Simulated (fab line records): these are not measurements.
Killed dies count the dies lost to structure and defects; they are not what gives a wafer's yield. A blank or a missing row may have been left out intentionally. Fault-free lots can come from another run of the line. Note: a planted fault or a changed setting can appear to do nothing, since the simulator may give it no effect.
Matching of chambers + flow n5Finfet + N5_GATE_CUT_CMP_02 on cmp-04 has 4 sister chambers
The step polishes, stops on SiO2, t overpolish 12.7 s, target thk 0 nm. 4 wafers are shown with their chamber, then 8 later ones without.

== WAFERS PAIRED WITH THEIR CHAMBERS ==
| wafer  | chamber | motorCurrentA (A) |
|--------|---------|-------------------|
| L088.1 | 3       | 8.0               |
| L092.1 | 1       | 9.4               |
| L092.6 | 0       | 8.3               |
| L093.1 | 2       | 8.5               |

== WAFERS WITHOUT THEIR CHAMBER ==
| wafer  | motorCurrentA (A) |
|--------|-------------------|
| L093.2 | 7.9               |
| L093.6 | 8.3               |
| L094.2 | 8.1               |
| L094.3 | 9.3               |
| L094.6 | 9.4               |
| L097.1 | 8.5               |
| L097.2 | 7.4               |
| L097.4 | 9.0               |

== THE CHAMBER EACH PASSED THROUGH ==
| wafer  | from the rows above          | in truth |
|--------|------------------------------|----------|
| L093.2 | can't be placed: 3 or 0 or 2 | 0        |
| L093.6 | can't be placed: 0 or 2 or 3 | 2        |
| L094.2 | can't be placed: 3 or 0 or 2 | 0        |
| L094.3 | 1                            | 1        |
| L094.6 | 1                            | 1        |
| L097.1 | can't be placed: 2 or 0 or 3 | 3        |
| L097.2 | can't be placed: 3 or 0 or 2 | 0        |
| L097.4 | can't be placed: 1 or 2 or 0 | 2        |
Correct placement for 2 of the 8. These rows do not allow placing 6 (true chamber among the candidates in 6). 0 placed wrongly.
How it was worked out, from the rows above alone: a wafer's distance from a chamber is the root of the sum, over the readings, of the square of ((its reading less the chamber's mean) divided by the reading's scatter). If the next closest chamber is less than 2 further off than the closest, the wafer can't be placed; otherwise it belongs to the closest. The mean given for a chamber averages the wafers shown for that chamber. The scatter: root of mean squared gap, hidden wafer to nearest shown wafer, with one shown wafer a chamber.
